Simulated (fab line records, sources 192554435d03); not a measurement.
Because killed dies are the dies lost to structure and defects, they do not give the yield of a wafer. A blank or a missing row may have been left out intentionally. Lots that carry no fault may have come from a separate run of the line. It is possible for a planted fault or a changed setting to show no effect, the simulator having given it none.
A struck lot beside a sound one || flow n5Finfet || 14 steps out of a route of 1938
Sound: these wafers, L219.1, L219.4, L219.5. Wafers L227.2, L227.3, L227.5 were the ones struck. The cause comes at the end.
Order at every step that has rows: each side's tool, ch and its chambers, its first start. Under that, the readings that differ: sound wafers || struck wafers || difference of the means || sigmas: that difference in standard deviations of wafers without a fault.
alike: readings with means less than 2 such deviations apart, plus words and numbers identical on both sides. not compared: withheld readings, readings lacking a value on some wafer, bounds such as >300 that could conceal the same value, and numbers that have no deviation in the record and whose values overlap.
Wherever a step has rows on one side only, a row that says differs or no value, or a row with sigmas, the two part there. Non-overlapping numbers with no deviation appear without sigmas and do not part them. A reading missing from all wafers of one side parts the sides only when that side holds two or more wafers.

first, 1 step without rows for these wafers: N5_HKMG_FIN_COAT_66 (time 60 s, resist thk 300 nm).
N5_HKMG_FIN_ETCH_67: etches SOC in N2/H2, stops on TiN, target depth 388.9 nm.
  sound on rieDiel-01 ch 1,2,3, day 5 22:28; struck on rieDiel-04 ch 1,2,3, day 8 02:32
  alike: drypumpMotorCurrentA, oesProductAu, rfVppV, showerheadPlenumPTorr, throttleValvePct
  not compared: rfHoursCounterH
then, 3 steps without rows for these wafers: N5_HKMG_FIN_STRIP_90 (strips SOC in N2/H2, time 20 s); N5_HKMG_FIN_WET_ETCH_73 (etches the open film in SC1, time 42.3 s, target depth 1.3 nm, rinse time 30 s); N5_HKMG_FIN_ETCHBACK_68 (etches the open film in Cl2/Ar, stops on HfO2, target depth 0.5 nm).
N5_HKMG_FIN_STRIP_69: strips in N2/H2, time 360 s.
  sound on plasmaAsher-02 ch 0, day 5 22:49; struck on plasmaAsher-02 ch 0,1, day 8 02:54
  alike: drypumpMotorCurrentA, heaterPowerW
  not compared: rfHoursCounterH
N5_HKMG_FIN_ALD_21: deposits TiN, target thk 1.5 nm, pulse time 1 s, purge time 3 s.
  sound on aldMetal-01 ch 2,3, day 5 23:13; struck on aldMetal-02 ch 0,1,3, day 8 03:17
  alike: heaterPowerW, precursorPulseHeightRel, susceptorTempC
N5_HKMG_FIN_ALD_72: deposits W, target thk 2 nm, pulse time 1 s, purge time 2 s.
  sound on cvdW-02 ch 0,1, day 5 23:34; struck on cvdW-02 ch 0, day 8 03:38
  alike: heaterPowerW, precursorPulseHeightRel, susceptorTempC
then, 3 steps without rows for these wafers: N5_HKMG_FIN_W_FILL_22 (material W, target thk 60 nm, time 18.2 s); N5_HKMG_FIN_PRECLEAN_83 (cleans in DIW, time 57.5 s); N5_HKMG_FIN_SRD_84 (dry time 32 s).
N5_HKMG_FIN_CMP_23: polishes, stops on SiNx, t overpolish 10 s, target thk 46.326 nm.
  sound on cmp-02 ch 1,2,3, day 5 23:49; struck on cmp-02 ch 1,2,3, day 8 03:49
  alike: edgeZonePressureFrac, headPressurePsi, motorCurrentA, overpolishRunS, platenRpm, timeToEndpointS
  not compared: padLifeWafers
N5_HKMG_FIN_CMP_94: polishes, stops on SiNx, t overpolish 4.7 s, target thk 43.299 nm.
  sound on cmp-02 ch 1,2,3, day 6 00:15; struck on cmp-02 ch 1,2,3, day 8 04:18
  no value came back on the struck wafers for edgeZonePressureFrac, headPressurePsi (psi), motorCurrentA (A), platenRpm (rpm); on the sound wafers edgeZonePressureFrac reads 1.002 1.003 1.009
{"reading": "model.W_of_HKMG_FIN_W_FILL_22.thkNm (nm)", "sound": "43.4 43.8 42", "struck": "45.2 48.4 45.8", "difference": "+3.4", "sigmas": ""}
{"reading": "model.SiNx_of_SDB_ALD_29.thkNm (nm)", "sound": "28.4 28.4 28.4", "struck": "28.8 28.8 29", "difference": "+0.5", "sigmas": ""}
  not compared: padLifeWafers
N5_BEOL_M4_RC_MEAS_101:
  the record has rows for the sound wafers here (prober-01 ch 0, day 10 17:26) and none for the struck ones

WHERE THEY PART
Last at N5_BEOL_M4_RC_MEAS_101 as far as this record goes, first at N5_HKMG_FIN_CMP_94.

WHY: what had been put in by the simulator
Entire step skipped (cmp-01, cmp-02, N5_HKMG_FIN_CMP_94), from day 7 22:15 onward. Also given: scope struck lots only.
